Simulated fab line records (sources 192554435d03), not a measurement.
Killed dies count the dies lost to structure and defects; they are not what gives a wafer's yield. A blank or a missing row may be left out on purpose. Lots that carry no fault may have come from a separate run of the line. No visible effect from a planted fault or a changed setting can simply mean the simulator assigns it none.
What tool caused it? + flow n5-finfet + route of 1938 steps, sampled at 1 step: 12 lots, 36 wafers

WHAT THE GAUGES SHOWED, per wafer
N5_BEOL_M4_OCD_MEAS_38.
| lot  | measured     | on     | trench-depth-nm (nm) |
|------|--------------|--------|----------------------|
| L075 | day 7 19:10  | ocd-02 | 55.6 56.5 56.9       |
| L077 | day 8 03:02  | ocd-01 | 55.3 54.3 54.7       |
| L079 | day 8 16:24  | ocd-02 | 55.9 54.6 55.8       |
| L081 | day 9 15:25  | ocd-01 | 55.6 54.8 55.0       |
| L083 | day 10 12:55 | ocd-02 | 55.4 53.4 56.4       |
| L085 | day 10 20:07 | ocd-01 | 54.9 56.1 54.7       |
| L088 | day 10 22:50 | ocd-01 | 54.1 55.8 56.2       |
| L089 | day 11 07:02 | ocd-01 | 55.4 56.2 54.8       |
| L091 | day 12 08:34 | ocd-02 | 57.1 54.7 55.7       |
| L094 | day 12 15:53 | ocd-01 | 55.0 55.7 55.6       |
| L095 | day 13 10:03 | ocd-01 | 55.2 55.3 56.2       |
| L097 | day 13 13:06 | ocd-02 | 55.2 56.2 56.8       |

WHICH TOOL RAN EACH LOT (tool, then ch and the chambers of the sampled wafers, then the start)
Record: no process step prior to these readings.

THE ANSWER, worked out from the rows above alone
Rule: the usual values come from the lots themselves. Put in order of their means at a reading, lots are off if they are a third of the lots or fewer, leave a main group of 4 or more, and stand apart from it by a gap of 3 or more times the standard deviation of the main group's means; of several such gaps the widest counts. The tables above print the reading to a certain number of digits; a main group whose means all agree to those digits is not used. Also off: a lot with no number at a reading for which 4 or more lots have one. The other lots that the step has rows for count as sound.
No lot is off at any reading shown: from this, nothing can be told.

WHAT THE SIMULATOR PUT IN
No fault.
